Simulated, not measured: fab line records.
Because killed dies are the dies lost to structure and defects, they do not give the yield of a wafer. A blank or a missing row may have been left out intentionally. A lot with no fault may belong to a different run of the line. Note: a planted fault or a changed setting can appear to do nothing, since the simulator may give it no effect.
Which tool is to blame? | flow n5_finfet | 63 wafers from 21 lots sampled at 6 of the route's 1938 steps

WHAT EACH GAUGE READ, for each wafer
No reading from a measuring or inspecting step in the record can be judged against a usual standard deviation.

WHAT TOOL EACH LOT RAN ON (gives the tool, then ch and the chambers of the sampled wafers, and finally the start)
lot  | N5_HKMG_FIN_W_FILL_22         | N5_GATE_CUT_STRIP_59              | N5_GATE_CUT_SAC_CAP_01            | N5_GATE_CUT_CUT_ETCH_55           | N5_MOL_CONTACT_COAG_DESCUM_13      | N5_MOL_CONTACT_COAG_ETCH_59
L074 | cvd_w-01 ch 0,1, day 4 06:41  | rie_diel-05 ch 1,2, day 4 08:03   | ald_sin-04 ch 0,2, day 4 08:31    | rie_metal-02 ch 0,1, day 4 12:06  | rie_diel-03 ch 0,1, day 4 15:48    | rie_diel-03 ch 0,1, day 4 15:50
L075 | cvd_w-02 ch 0,1, day 4 17:11  | rie_diel-04 ch 0,1,3, day 4 18:48 | ald_sin-03 ch 1,2, day 4 19:08    | rie_metal-03 ch 0,1, day 4 23:04  | rie_diel-06 ch 1,2, day 5 02:52    | rie_diel-06 ch 1,2, day 5 02:53
L076 | cvd_w-01 ch 0,1, day 4 20:00  | rie_diel-01 ch 0,1,2, day 4 21:22 | ald_sin-03 ch 0,1,2, day 4 21:35  | rie_metal-02 ch 0,1, day 5 01:18  | rie_diel-03 ch 0,2, day 5 04:41    | rie_diel-03 ch 0,2, day 5 04:43
L078 | cvd_w-01 ch 0,1, day 5 08:17  | rie_diel-01 ch 1,3, day 5 09:44   | ald_sin-03 ch 0,1,3, day 5 10:11  | rie_metal-01 ch 0,1, day 5 13:56  | rie_diel-03 ch 2,3, day 5 17:12    | rie_diel-03 ch 2,3, day 5 17:14
L079 | cvd_w-02 ch 0,1, day 5 14:34  | rie_diel-01 ch 0,1, day 5 15:52   | ald_sin-01 ch 1,2,3, day 5 16:07  | rie_metal-01 ch 0,1, day 5 20:00  | rie_diel-06 ch 0,1,2, day 5 23:24  | rie_diel-06 ch 0,1,2, day 5 23:26
L081 | cvd_w-02 ch 0,1, day 6 00:28  | rie_diel-04 ch 1,2, day 6 01:49   | ald_sin-04 ch 2,3, day 6 02:16    | rie_metal-01 ch 0,1, day 6 06:02  | rie_diel-02 ch 0,2,3, day 6 09:38  | rie_diel-02 ch 0,2,3, day 6 09:40
L082 | cvd_w-02 ch 0,1, day 6 06:23  | rie_diel-05 ch 0,1,3, day 6 07:37 | ald_sin-01 ch 0,1,2, day 6 07:50  | rie_metal-03 ch 0,1, day 6 11:25  | rie_diel-06 ch 0,2, day 6 14:59    | rie_diel-06 ch 0,2, day 6 15:01
L083 | cvd_w-02 ch 0,1, day 6 11:19  | rie_diel-01 ch 0,1,2, day 6 12:34 | ald_sin-04 ch 0,1,2, day 6 12:46  | rie_metal-02 ch 0,1, day 6 16:40  | rie_diel-02 ch 0,2,3, day 6 20:04  | rie_diel-02 ch 0,2,3, day 6 20:05
L084 | cvd_w-01 ch 0,1, day 6 19:16  | rie_diel-04 ch 0,1,2, day 6 20:37 | ald_sin-01 ch 1,2,3, day 6 20:50  | rie_metal-02 ch 0, day 7 00:43    | rie_diel-02 ch 0,1, day 7 04:18    | rie_diel-02 ch 0,1, day 7 04:20
L085 | cvd_w-02 ch 0,1, day 7 02:06  | rie_diel-01 ch 0,2, day 7 03:22   | ald_sin-01 ch 0,2,3, day 7 03:35  | rie_metal-01 ch 1, day 7 07:10    | rie_diel-02 ch 0,2, day 7 10:26    | rie_diel-02 ch 0,2, day 7 10:28
L086 | cvd_w-01 ch 0,1, day 7 09:17  | rie_diel-01 ch 0,1,3, day 7 10:32 | ald_sin-04 ch 1,2,3, day 7 10:46  | rie_metal-02 ch 0,1, day 7 14:26  | rie_diel-03 ch 0,2,3, day 7 18:16  | rie_diel-03 ch 0,2,3, day 7 18:19
L087 | cvd_w-02 ch 0,1, day 7 15:20  | rie_diel-04 ch 0,2,3, day 7 16:35 | ald_sin-03 ch 0,3, day 7 16:48    | rie_metal-03 ch 0,1, day 7 20:39  | rie_diel-02 ch 0,1, day 8 00:25    | rie_diel-02 ch 0,1, day 8 00:26
L088 | cvd_w-02 ch 0,1, day 7 21:20  | rie_diel-04 ch 1,2, day 7 22:37   | ald_sin-01 ch 0,1,2, day 7 23:21  | rie_metal-03 ch 0,1, day 8 02:55  | rie_diel-06 ch 1,2,3, day 8 07:42  | rie_diel-06 ch 1,2,3, day 8 07:44
L089 | cvd_w-02 ch 0,1, day 8 00:46  | rie_diel-01 ch 0,1, day 8 02:00   | ald_sin-03 ch 0,1, day 8 02:21    | rie_metal-01 ch 0,1, day 8 05:56  | rie_diel-03 ch 1,2,3, day 8 09:19  | rie_diel-03 ch 1,2,3, day 8 09:21
L091 | cvd_w-02 ch 1, day 8 13:40    | rie_diel-05 ch 1,2,3, day 8 14:57 | ald_sin-04 ch 1,2,3, day 8 15:52  | rie_metal-02 ch 0,1, day 8 20:14  | rie_diel-02 ch 0,2,3, day 9 00:11  | rie_diel-02 ch 0,2,3, day 9 00:14
L092 | cvd_w-01 ch 0,1, day 8 17:59  | rie_diel-05 ch 1,2,3, day 8 19:32 | ald_sin-04 ch 0,1,2, day 8 19:46  | rie_metal-02 ch 0,1, day 8 23:41  | rie_diel-06 ch 0,1,3, day 9 03:09  | rie_diel-06 ch 0,1,3, day 9 03:11
L093 | cvd_w-01 ch 0,1, day 8 23:25  | rie_diel-04 ch 0,2,3, day 9 00:39 | ald_sin-03 ch 1,2, day 9 00:56    | rie_metal-02 ch 0,1, day 9 04:31  | rie_diel-03 ch 0,3, day 9 07:54    | rie_diel-03 ch 0,3, day 9 07:56
L094 | cvd_w-02 ch 0,1, day 9 05:52  | rie_diel-05 ch 2,3, day 9 07:07   | ald_sin-01 ch 1,2,3, day 9 07:20  | rie_metal-01 ch 0,1, day 9 10:55  | rie_diel-03 ch 0,3, day 9 14:19    | rie_diel-03 ch 0,3, day 9 14:20
L095 | cvd_w-02 ch 0,1, day 9 14:15  | rie_diel-01 ch 0,1,2, day 9 15:40 | ald_sin-04 ch 2,3, day 9 15:53    | rie_metal-01 ch 0,1, day 9 19:35  | rie_diel-03 ch 0,1,2, day 9 22:51  | rie_diel-03 ch 0,1,2, day 9 22:53
L096 | cvd_w-02 ch 0,1, day 9 20:14  | rie_diel-04 ch 0,2, day 9 21:29   | ald_sin-03 ch 0,1,2, day 9 21:42  | rie_metal-03 ch 0,1, day 10 01:32 | rie_diel-02 ch 0,1,3, day 10 04:53 | rie_diel-02 ch 0,1,3, day 10 04:55
L097 | cvd_w-02 ch 0,1, day 10 03:00 | rie_diel-04 ch 0,2, day 10 04:15  | ald_sin-04 ch 0,1,2, day 10 04:28 | rie_metal-02 ch 0,1, day 10 08:02 | rie_diel-02 ch 0,1, day 10 11:19   | rie_diel-02 ch 0,1, day 10 11:20
- N5_HKMG_FIN_W_FILL_22: material W, target thk 60 nm, time 18.2 s.
- N5_GATE_CUT_STRIP_59: strips in N2/H2, time 20 s.
- N5_GATE_CUT_SAC_CAP_01: material SiNx, target thk 24 nm, pulse time 1 s, ald cycles 480.
- N5_GATE_CUT_CUT_ETCH_55: etches HfO2 in BCl3, target depth 3.2 nm.
- N5_MOL_CONTACT_COAG_DESCUM_13: chemistry O2, time 7 s.
- N5_MOL_CONTACT_COAG_ETCH_59: etches underlayer in N2/H2, target depth 13 nm, time 10.4 s.

WHAT THE TOOLS THEMSELVES READ (means of the sampled wafers that have a number; where no wafer has one, the mark that the record gives instead)
N5_HKMG_FIN_W_FILL_22. Usual: heater_power_outer_w 541 W, standard deviation 45; heater_power_w 868 W, standard deviation 81; throttle_valve_pct 19.6 %, standard deviation 1.2.
lot  | tool     | heater_power_outer_w (W) | heater_power_w (W) | throttle_valve_pct (%) | flag
L074 | cvd_w-01 | 557                      | 849                | 20.9                   |
L075 | cvd_w-02 | 514                      | 855                | 18.4                   |
L076 | cvd_w-01 | 562                      | 864                | 21.0                   |
L078 | cvd_w-01 | 594                      | 944                | 21.0                   |
L079 | cvd_w-02 | 519                      | 850                | 18.5                   |
L081 | cvd_w-02 | 518                      | 850                | 18.5                   |
L082 | cvd_w-02 | 522                      | 844                | 18.5                   |
L083 | cvd_w-02 | 515                      | 855                | 18.4                   |
L084 | cvd_w-01 | 565                      | 858                | 21.2                   |
L085 | cvd_w-02 | 522                      | 848                | 18.7                   |
L086 | cvd_w-01 | 570                      | 868                | 21.2                   |
L087 | cvd_w-02 | 516                      | 855                | 18.7                   |
L088 | cvd_w-02 | 520                      | 853                | 18.6                   |
L089 | cvd_w-02 | 518                      | 859                | 18.7                   |
L091 | cvd_w-02 | 515                      | 850                | 18.9                   |
L092 | cvd_w-01 | 594                      | 939                | 21.3                   |
L093 | cvd_w-01 | 603                      | 954                | 21.2                   |
L094 | cvd_w-02 | 516                      | 846                | 18.8                   |
L095 | cvd_w-02 | 526                      | 861                | 18.6                   |
L096 | cvd_w-02 | 516                      | 860                | 18.8                   |
L097 | cvd_w-02 | 521                      | 856                | 19.0                   |

N5_GATE_CUT_STRIP_59. Usual: drypump_motor_current_A 5.9 A, standard deviation 0.54; oes_product_au 0.80 a.u., standard deviation 0.079; rf_vpp_V 45.2 V, standard deviation 0.88; showerhead_plenum_p_Torr 3.41 Torr, standard deviation 0.11; throttle_valve_pct 12.21 %, standard deviation 0.24.
lot  | tool        | drypump_motor_current_A (A) | oes_product_au (a.u.) | rf_vpp_V (V) | showerhead_plenum_p_Torr (Torr) | throttle_valve_pct (%) | flag
L074 | rie_diel-05 | 5.4                         | 0.77                  | 44.9         | 3.35                            | 12.19                  |
L075 | rie_diel-04 | 5.8                         | 0.74                  | 45.1         | 3.47                            | 12.33                  |
L076 | rie_diel-01 | 5.9                         | 0.83                  | 45.2         | 3.46                            | 12.08                  |
L078 | rie_diel-01 | 5.4                         | 0.89                  | 45.2         | 3.44                            | 11.93                  |
L079 | rie_diel-01 | 6.4                         | 0.90                  | 45.5         | 3.55                            | 11.93                  |
L081 | rie_diel-04 | 6.2                         | 0.78                  | 45.3         | 3.31                            | 12.36                  |
L082 | rie_diel-05 | 5.9                         | 0.80                  | 44.9         | 3.40                            | 12.24                  |
L083 | rie_diel-01 | 5.9                         | 0.93                  | 44.9         | 3.45                            | 11.91                  |
L084 | rie_diel-04 | 6.2                         | 0.76                  | 45.6         | 3.39                            | 12.41                  |
L085 | rie_diel-01 | 6.3                         | 0.90                  | 44.8         | 3.50                            | 11.99                  |
L086 | rie_diel-01 | 5.9                         | 0.87                  | 45.1         | 3.48                            | 12.04                  |
L087 | rie_diel-04 | 6.1                         | 0.71                  | 45.0         | 3.40                            | 12.41                  |
L088 | rie_diel-04 | 6.2                         | 0.76                  | 45.1         | 3.31                            | 12.39                  |
L089 | rie_diel-01 | 6.3                         | 0.87                  | 44.8         | 3.54                            | 11.98                  |
L091 | rie_diel-05 | 5.8                         | 0.76                  | 44.9         | 3.33                            | 12.37                  |
L092 | rie_diel-05 | 5.8                         | 0.76                  | 45.5         | 3.33                            | 12.36                  |
L093 | rie_diel-04 | 6.1                         | 0.70                  | 45.7         | 3.40                            | 12.44                  |
L094 | rie_diel-05 | 5.6                         | 0.76                  | 45.7         | 3.37                            | 12.28                  |
L095 | rie_diel-01 | 5.8                         | 0.88                  | 45.0         | 3.44                            | 11.96                  |
L096 | rie_diel-04 | 6.5                         | 0.72                  | 44.9         | 3.33                            | 12.51                  |
L097 | rie_diel-04 | 6.5                         | 0.70                  | 45.1         | 3.40                            | 12.55                  |

N5_GATE_CUT_SAC_CAP_01. Usual: heater_power_outer_w 492 W, standard deviation 46; heater_power_w 802 W, standard deviation 73; precursor_pulse_height_rel 1.001, standard deviation 0.021.
lot  | tool       | heater_power_outer_w (W) | heater_power_w (W) | precursor_pulse_height_rel | flag
L074 | ald_sin-04 | 509                      | 819                | 1.005                      |
L075 | ald_sin-03 | 471                      | 729                | 0.997                      |
L076 | ald_sin-03 | 517                      | 820                | 0.998                      |
L078 | ald_sin-03 | 521                      | 859                | 0.999                      |
L079 | ald_sin-01 | 495                      | 791                | 0.984                      |
L081 | ald_sin-04 | 466                      | 818                | 1.001                      |
L082 | ald_sin-01 | 497                      | 791                | 1.003                      |
L083 | ald_sin-04 | 501                      | 822                | 1.003                      |
L084 | ald_sin-01 | 492                      | 802                | 1.020                      |
L085 | ald_sin-01 | 491                      | 820                | 1.005                      |
L086 | ald_sin-04 | 472                      | 804                | 1.022                      |
L087 | ald_sin-03 | 536                      | 876                | 0.992                      |
L088 | ald_sin-01 | 506                      | 791                | 1.002                      |
L089 | ald_sin-03 | 548                      | 899                | 0.984                      |
L091 | ald_sin-04 | 471                      | 806                | 0.980                      |
L092 | ald_sin-04 | 505                      | 839                | 1.006                      |
L093 | ald_sin-03 | 464                      | 741                | 0.989                      |
L094 | ald_sin-01 | 486                      | 807                | 1.015                      |
L095 | ald_sin-04 | 465                      | 821                | 1.014                      |
L096 | ald_sin-03 | 515                      | 846                | 1.012                      |
L097 | ald_sin-04 | 513                      | 856                | 0.993                      |

N5_GATE_CUT_CUT_ETCH_55. Usual: bcl3_flow_sccm 80.01 sccm, standard deviation 0.23; drypump_motor_current_A 5.62 A, standard deviation 0.24; he_backside_leak_sccm 3.4 sccm, standard deviation 0.3; oes_product_au 0.71 a.u., standard deviation 0.073; throttle_valve_pct 33.2 %, standard deviation 0.46.
lot  | tool         | bcl3_flow_sccm (sccm) | drypump_motor_current_A (A) | he_backside_leak_sccm (sccm) | oes_product_au (a.u.) | throttle_valve_pct (%) | flag
L074 | rie_metal-02 | 80.00                 | 5.56                        | 3.1                          | 0.76                  | 33.3                   |
L075 | rie_metal-03 | 79.98                 | 5.55                        | 3.6                          | 0.78                  | 33.0                   |
L076 | rie_metal-02 | 79.99                 | 5.55                        | 3.3                          | 0.69                  | 32.9                   |
L078 | rie_metal-01 | 80.13                 | 5.87                        | 3.5                          | 0.69                  | 33.4                   |
L079 | rie_metal-01 | 79.99                 | 5.78                        | 3.4                          | 0.65                  | 33.6                   |
L081 | rie_metal-01 | 79.95                 | 5.90                        | 3.4                          | 0.68                  | 33.4                   |
L082 | rie_metal-03 | 80.02                 | 5.52                        | 3.4                          | 0.76                  | 33.1                   |
L083 | rie_metal-02 | 80.02                 | 5.57                        | 3.4                          | 0.75                  | 33.3                   |
L084 | rie_metal-02 | 80.06                 | 5.57                        | 3.5                          | 0.79                  | 33.6                   |
L085 | rie_metal-01 | 79.76                 | 5.65                        | 3.4                          | 0.62                  | 33.9                   |
L086 | rie_metal-02 | 79.96                 | 5.56                        | 3.2                          | 0.74                  | 33.3                   |
L087 | rie_metal-03 | 80.25                 | 5.33                        | 3.7                          | 0.76                  | 33.1                   |
L088 | rie_metal-03 | 79.89                 | 5.33                        | 3.5                          | 0.76                  | 33.1                   |
L089 | rie_metal-01 | 80.09                 | 5.92                        | 3.4                          | 0.69                  | 33.4                   |
L091 | rie_metal-02 | 80.11                 | 5.56                        | 3.3                          | 0.68                  | 32.9                   |
L092 | rie_metal-02 | 80.26                 | 5.58                        | 3.2                          | 0.73                  | 33.3                   |
L093 | rie_metal-02 | 80.11                 | 5.56                        | 3.3                          | 0.74                  | 33.3                   |
L094 | rie_metal-01 | 79.96                 | 5.78                        | 3.5                          | 0.64                  | 33.6                   |
L095 | rie_metal-01 | 79.61                 | 5.80                        | 3.4                          | 0.64                  | 33.6                   |
L096 | rie_metal-03 | 80.06                 | 5.33                        | 3.6                          | 0.75                  | 33.1                   |
L097 | rie_metal-02 | 79.98                 | 5.58                        | 3.3                          | 0.67                  | 32.9                   |

N5_MOL_CONTACT_COAG_DESCUM_13. Usual: drypump_motor_current_A 5.7 A, standard deviation 0.45; oes_product_au 0.85 a.u., standard deviation 0.084; rf_vpp_V 243.7 V, standard deviation 1.2; showerhead_plenum_p_Torr 2.13 Torr, standard deviation 0.069; throttle_valve_pct 20.36 %, standard deviation 0.24.
lot  | tool        | drypump_motor_current_A (A) | oes_product_au (a.u.) | rf_vpp_V (V) | showerhead_plenum_p_Torr (Torr) | throttle_valve_pct (%) | flag
L074 | rie_diel-03 | 5.8                         | 0.73                  | 242.5        | 2.04                            | 20.74                  |
L075 | rie_diel-06 | 5.8                         | 0.86                  | 242.9        | 2.08                            | 20.28                  |
L076 | rie_diel-03 | 5.9                         | 0.89                  | 244.0        | 2.14                            | 20.55                  |
L078 | rie_diel-03 | 5.6                         | 0.90                  | 244.5        | 2.17                            | 20.37                  |
L079 | rie_diel-06 | 5.8                         | 0.87                  | 243.9        | 2.14                            | 20.17                  |
L081 | rie_diel-02 | 5.6                         | 0.83                  | 242.7        | 2.08                            | 20.41                  |
L082 | rie_diel-06 | 5.8                         | 0.89                  | 244.7        | 2.21                            | 20.03                  |
L083 | rie_diel-02 | 5.6                         | 0.83                  | 242.3        | 2.08                            | 20.41                  |
L084 | rie_diel-02 | 5.9                         | 0.78                  | 243.2        | 2.10                            | 20.37                  |
L085 | rie_diel-02 | 6.1                         | 0.88                  | 242.3        | 2.05                            | 20.57                  |
L086 | rie_diel-03 | 5.8                         | 0.86                  | 244.7        | 2.15                            | 20.50                  |
L087 | rie_diel-02 | 5.9                         | 0.77                  | 243.4        | 2.10                            | 20.39                  |
L088 | rie_diel-06 | 5.7                         | 0.84                  | 243.7        | 2.12                            | 20.17                  |
L089 | rie_diel-03 | 5.6                         | 0.89                  | 244.2        | 2.20                            | 20.42                  |
L091 | rie_diel-02 | 5.6                         | 0.79                  | 242.3        | 2.08                            | 20.45                  |
L092 | rie_diel-06 | 6.0                         | 0.82                  | 243.1        | 2.15                            | 20.23                  |
L093 | rie_diel-03 | 6.0                         | 0.83                  | 243.9        | 2.10                            | 20.53                  |
L094 | rie_diel-03 | 5.8                         | 0.83                  | 244.2        | 2.12                            | 20.44                  |
L095 | rie_diel-03 | 5.8                         | 0.86                  | 245.4        | 2.18                            | 20.55                  |
L096 | rie_diel-02 | 5.7                         | 0.89                  | 244.0        | 2.09                            | 20.22                  |
L097 | rie_diel-02 | 6.0                         | 0.95                  | 243.3        | 2.10                            | 20.13                  |

N5_MOL_CONTACT_COAG_ETCH_59. Usual: drypump_motor_current_A 5.7 A, standard deviation 0.44; etch_rf_on_time_s 10.25 s, standard deviation 0.21; oes_product_au 0.73 a.u., standard deviation 0.07; rf_vpp_V 525.2 V, standard deviation 2.3; showerhead_plenum_p_Torr 2.59 Torr, standard deviation 0.086; throttle_valve_pct 17.81 %, standard deviation 0.28.
lot  | tool        | drypump_motor_current_A (A) | etch_rf_on_time_s (s) | oes_product_au (a.u.) | rf_vpp_V (V) | showerhead_plenum_p_Torr (Torr) | throttle_valve_pct (%) | flag
L074 | rie_diel-03 | 5.8                         | 10.52                 | 0.63                  | 521.6        | 2.45                            | 18.02                  |
L075 | rie_diel-06 | 5.8                         | 10.20                 | 0.74                  | 523.4        | 2.50                            | 17.59                  |
L076 | rie_diel-03 | 5.9                         | 10.40                 | 0.76                  | 525.7        | 2.62                            | 18.15                  |
L078 | rie_diel-03 | 5.6                         | 10.12                 | 0.77                  | 526.5        | 2.64                            | 17.85                  |
L079 | rie_diel-06 | 5.8                         | 10.20                 | 0.75                  | 525.6        | 2.59                            | 17.54                  |
L081 | rie_diel-02 | 5.6                         | 10.19                 | 0.71                  | 523.6        | 2.53                            | 17.84                  |
L082 | rie_diel-06 | 5.8                         | 10.45                 | 0.75                  | 527.4        | 2.67                            | 17.47                  |
L083 | rie_diel-02 | 5.6                         | 10.27                 | 0.71                  | 524.2        | 2.52                            | 17.84                  |
L084 | rie_diel-02 | 5.9                         | 10.23                 | 0.67                  | 524.7        | 2.57                            | 17.91                  |
L085 | rie_diel-02 | 6.2                         | 10.20                 | 0.74                  | 522.7        | 2.50                            | 18.02                  |
L086 | rie_diel-03 | 5.8                         | 10.24                 | 0.74                  | 526.1        | 2.62                            | 18.04                  |
L087 | rie_diel-02 | 6.0                         | 10.19                 | 0.66                  | 524.3        | 2.56                            | 17.94                  |
L088 | rie_diel-06 | 5.7                         | 10.01                 | 0.72                  | 524.9        | 2.57                            | 17.61                  |
L089 | rie_diel-03 | 5.6                         | 9.99                  | 0.76                  | 526.8        | 2.66                            | 17.79                  |
L091 | rie_diel-02 | 5.6                         | 10.26                 | 0.68                  | 522.9        | 2.52                            | 17.88                  |
L092 | rie_diel-06 | 6.0                         | 10.33                 | 0.70                  | 526.3        | 2.61                            | 17.60                  |
L093 | rie_diel-03 | 6.0                         | 10.46                 | 0.70                  | 524.6        | 2.57                            | 18.09                  |
L094 | rie_diel-03 | 5.8                         | 10.29                 | 0.71                  | 524.3        | 2.58                            | 17.94                  |
L095 | rie_diel-03 | 5.8                         | 10.29                 | 0.73                  | 526.8        | 2.65                            | 17.98                  |
L096 | rie_diel-02 | 5.7                         | 10.15                 | 0.77                  | 523.8        | 2.55                            | 17.70                  |
L097 | rie_diel-02 | 6.0                         | 10.26                 | 0.81                  | 524.5        | 2.55                            | 17.65                  |

THE ANSWER, worked out from the rows above alone
Rule: lot off if the mean of its wafers having a number is beyond 3 standard deviations from the usual mean. A lot without any number at a reading at which 4 lots or more have one is off too. The other lots that the step has rows for count as sound. First the gauges in route order, then the tools' own readings, where a lot's mean is used as printed above. The first step at which some lot is off is used, and at that step the reading that is off furthest; a lot without a number counts as furthest.
Across all readings shown, no lot is off: no conclusion can be drawn from this.

WHAT THE SIMULATOR HAD PUT IN
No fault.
